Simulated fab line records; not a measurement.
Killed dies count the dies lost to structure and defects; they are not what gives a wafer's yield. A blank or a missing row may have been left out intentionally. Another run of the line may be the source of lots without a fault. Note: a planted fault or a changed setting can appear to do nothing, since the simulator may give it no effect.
Which tool did it? | flow n5-finfet | 9 lots, 27 wafers sampled, at 6 steps of a route of 1938

WHAT EACH GAUGE READ, for each wafer
N5_BEOL_M9_INSPECT_58: inspects for defects (darkfield).
lot  | measured     | on                | raw-defect-count
L326 | day 11 04:28 | defect-inspect-01 | 56 46 41
L327 | day 12 06:48 | defect-inspect-02 | 58 57 60
L330 | day 12 07:20 | defect-inspect-01 | 60 41 84
L332 | day 12 15:49 | defect-inspect-01 | 46 54 59
L334 | day 13 22:10 | defect-inspect-01 | 67 74 47
L337 | day 14 20:10 | defect-inspect-01 | 36 65 57
L339 | day 15 22:02 | defect-inspect-02 | 63 67 36
L345 | day 17 00:40 | defect-inspect-01 | 1229 75 67
L344 | day 17 12:04 | defect-inspect-01 | 63 1212 1261

N5_BEOL_M10_INSPECT_13: inspects for defects (brightfield).
lot  | measured     | on                | raw-defect-count
L326 | day 11 07:34 | defect-inspect-01 | 367 352 355
L327 | day 12 09:46 | defect-inspect-02 | 418 489 470
L330 | day 12 09:58 | defect-inspect-01 | 597 311 484
L332 | day 12 19:10 | defect-inspect-02 | 550 402 482
L334 | day 14 00:11 | defect-inspect-01 | 389 406 334
L337 | day 14 22:07 | defect-inspect-01 | 310 272 301
L339 | day 15 23:35 | defect-inspect-02 | 325 319 281
L345 | day 17 04:05 | defect-inspect-02 | 1529 345 300
L344 | day 17 15:01 | defect-inspect-01 | 378 1648 1587

TOOL THAT RAN EACH LOT (tool first, then ch and the chambers of the sampled wafers, then the start)
lot  | N5_BEOL_M9_STRIP_36                | N5_BEOL_M9_TRENCH_ETCH_37                     | N5_BEOL_M9_ETCH_41                            | N5_BEOL_M9_PRE_CLEAN_55
L326 | rie-diel-04 ch 0,2,3, day 11 00:43 | rie-diel-04 ch 0,2,3, day 11 04:21 or earlier | rie-diel-04 ch 0,2,3, day 11 04:21 or earlier | pecvd-02 ch 0,2, day 11 04:21
L327 | rie-diel-02 ch 0,1, day 12 04:23   | rie-diel-02 ch 0,1, day 12 06:40 or earlier   | rie-diel-02 ch 0,1, day 12 06:40 or earlier   | pecvd-01 ch 0,2, day 12 06:40
L330 | rie-diel-02 ch 0,1, day 12 04:49   | rie-diel-02 ch 0,1, day 12 07:13 or earlier   | rie-diel-02 ch 0,1, day 12 07:13 or earlier   | pecvd-02 ch 1,2, day 12 07:13
L332 | rie-diel-01 ch 0,1,2, day 12 13:18 | rie-diel-01 ch 0,1,2, day 12 15:39 or earlier | rie-diel-01 ch 0,1,2, day 12 15:39 or earlier | pecvd-01 ch 0,2, day 12 15:39
L334 | rie-diel-04 ch 0,1,2, day 13 18:17 | rie-diel-04 ch 0,1,2, day 13 22:02 or earlier | rie-diel-04 ch 0,1,2, day 13 22:02 or earlier | pecvd-02 ch 0,1, day 13 22:02
L337 | rie-diel-04 ch 0,2,3, day 14 15:56 | rie-diel-04 ch 0,2,3, day 14 20:03 or earlier | rie-diel-04 ch 0,2,3, day 14 20:03 or earlier | pecvd-04 ch 0,2, day 14 20:03
L339 | rie-diel-02 ch 0,2, day 15 17:04   | rie-diel-02 ch 0,2, day 15 21:55 or earlier   | rie-diel-02 ch 0,2, day 15 21:55 or earlier   | pecvd-02 ch 1,2, day 15 21:55
L345 | rie-diel-02 ch 2,3, day 16 21:04   | rie-diel-02 ch 2,3, day 17 00:32 or earlier   | rie-diel-02 ch 2,3, day 17 00:32 or earlier   | pecvd-01 ch 0,2, day 17 00:32
L344 | rie-diel-04 ch 0,2,3, day 17 07:46 | rie-diel-04 ch 0,2,3, day 17 11:57 or earlier | rie-diel-04 ch 0,2,3, day 17 11:57 or earlier | pecvd-01 ch 0,2, day 17 11:57
- N5_BEOL_M9_STRIP_36: strips in N2/H2.
- N5_BEOL_M9_TRENCH_ETCH_37: etches SiCOH lowk in C4F6/O2, target depth 151.43 nm, time 49 s.
- N5_BEOL_M9_ETCH_41: etches SiCN in CH3F/O2, target depth 36.6 nm, time 70.1 s.
- N5_BEOL_M9_PRE_CLEAN_55: time 15 s.

AS READ BY THE TOOLS THEMSELVES (means over the sampled wafers that have a number; for cases with no such wafer, the mark the record gives instead)
N5_BEOL_M9_STRIP_36.
lot  | tool        | chamber-pressure-mTorr (mTorr) | drypump-motor-current-A (A) | oes-product-au (a.u.) | rf-vpp-V (V) | showerhead-plenum-p-Torr (Torr) | throttle-valve-pct (%)
L326 | rie-diel-04 | 20.01                          | 5.8                         | 0.80                  | 60.5         | 2.55                            | 23.7
L327 | rie-diel-02 | 20.01                          | 5.1                         | 0.70                  | 57.9         | 2.63                            | 23.7
L330 | rie-diel-02 | 19.99                          | 5.1                         | 0.71                  | 59.0         | 2.63                            | 23.6
L332 | rie-diel-01 | 19.96                          | 5.4                         | 0.80                  | 59.1         | 2.59                            | 23.7
L334 | rie-diel-04 | 20.04                          | 5.9                         | 0.84                  | 61.3         | 2.60                            | 23.6
L337 | rie-diel-04 | 20.00                          | 5.8                         | 0.77                  | 58.6         | 2.54                            | 23.7
L339 | rie-diel-02 | 20.01                          | 4.9                         | 0.75                  | 59.9         | 2.64                            | 24.2
L345 | rie-diel-02 | 19.97                          | 5.3                         | 0.77                  | 59.7         | 2.66                            | 23.7
L344 | rie-diel-04 | 20.02                          | 5.8                         | 0.86                  | 60.2         | 2.53                            | 23.6

N5_BEOL_M9_TRENCH_ETCH_37.
lot  | tool        | C4F6_flow_sccm (sccm) | chamber-pressure-mTorr (mTorr) | drypump-motor-current-A (A) | oes-product-au (a.u.) | rf-vpp-V (V) | showerhead-plenum-p-Torr (Torr) | throttle-valve-pct (%)
L326 | rie-diel-04 | 9.98                  | 29.984                         | 5.8                         | 0.80                  | 669          | 2.86                            | 20.91
L327 | rie-diel-02 | 10.01                 | 29.986                         | 5.0                         | 0.69                  | 668          | 2.93                            | 20.97
L330 | rie-diel-02 | 10.00                 | 30.001                         | 5.1                         | 0.71                  | 665          | 2.95                            | 20.87
L332 | rie-diel-01 | 9.99                  | 30.022                         | 5.4                         | 0.81                  | 666          | 2.90                            | 20.89
L334 | rie-diel-04 | 9.98                  | 30.026                         | 5.9                         | 0.84                  | 673          | 2.91                            | 20.90
L337 | rie-diel-04 | 9.99                  | 29.989                         | 5.8                         | 0.77                  | 669          | 2.84                            | 20.95
L339 | rie-diel-02 | 10.01                 | 30.021                         | 4.9                         | 0.75                  | 668          | 2.96                            | 21.33
L345 | rie-diel-02 | 10.02                 | 29.998                         | 5.3                         | 0.77                  | 668          | 2.97                            | 21.00
L344 | rie-diel-04 | 10.04                 | 29.991                         | 5.8                         | 0.85                  | 668          | 2.84                            | 20.86

N5_BEOL_M9_ETCH_41.
lot  | tool        | chamber-pressure-mTorr (mTorr) | drypump-motor-current-A (A) | oes-product-au (a.u.) | rf-vpp-V (V) | showerhead-plenum-p-Torr (Torr) | throttle-valve-pct (%)
L326 | rie-diel-04 | 30.001                         | 5.8                         | 0.81                  | 296.9        | 2.01                            | 16.30
L327 | rie-diel-02 | 30.019                         | 5.1                         | 0.69                  | 298.8        | 2.07                            | 16.40
L330 | rie-diel-02 | 30.002                         | 5.1                         | 0.71                  | 298.4        | 2.07                            | 16.29
L332 | rie-diel-01 | 29.996                         | 5.4                         | 0.82                  | 298.5        | 2.04                            | 16.29
L334 | rie-diel-04 | 30.003                         | 5.9                         | 0.84                  | 298.5        | 2.05                            | 16.27
L337 | rie-diel-04 | 30.002                         | 5.7                         | 0.77                  | 297.0        | 2.00                            | 16.36
L339 | rie-diel-02 | 30.003                         | 4.9                         | 0.74                  | 299.3        | 2.08                            | 16.70
L345 | rie-diel-02 | 30.022                         | 5.3                         | 0.77                  | 299.0        | 2.09                            | 16.38
L344 | rie-diel-04 | 30.040                         | 5.7                         | 0.85                  | 297.2        | 1.99                            | 16.23

THE ANSWER, worked out from the rows above alone
Rule: what is usual is taken from the lots themselves. The widest of any qualifying gaps counts: lots, ordered by their means at a reading, are off when they make up no more than a third of the lots, leave a main group of 4 or more, and stand apart from it by 3 or more times the standard deviation of that group's means. A main group is skipped when, at the precision printed for the reading in the tables above, its means are all equal. Also off: a lot with no number at a reading for which 4 or more lots have one. The other lots that the step has rows for count as sound. First the gauges in route order, then the tools' own readings, where a lot's mean is used as printed above. At the first step where some lot is off, the reading lying furthest off is the one used; lots without a number count as furthest.
Off: L345, L344, at N5_BEOL_M9_INSPECT_58 (raw-defect-count). Mean 56 and standard deviation 5 in the main group.
If a tool, at a process step before that reading, ran all the lots that are off and no sound lot after the first of them, it fits. Not tried: the gauges at N5_BEOL_M9_INSPECT_58; whatever is off there is also off at N5_BEOL_M9_ETCH_41, on other tools, and gauge error can't account for it. Because N5_BEOL_M9_TRENCH_ETCH_37 lacks a start for some lots, the hours and order of its lots are taken from N5_BEOL_M9_PRE_CLEAN_55. Because N5_BEOL_M9_ETCH_41 lacks a start for some lots, the hours and order of its lots are taken from N5_BEOL_M9_PRE_CLEAN_55. One fits: N5_BEOL_M9_PRE_CLEAN_55 on pecvd-01. A fault onset in the window from L332 (day 12 15:39, its last sound lot) to L345 (day 17 00:32, its first lot off) fits.

WHAT THE SIMULATOR PUT IN
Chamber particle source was pecvd-01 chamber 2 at N5_BEOL_M9_PRE_CLEAN_55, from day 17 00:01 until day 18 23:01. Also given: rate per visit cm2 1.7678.
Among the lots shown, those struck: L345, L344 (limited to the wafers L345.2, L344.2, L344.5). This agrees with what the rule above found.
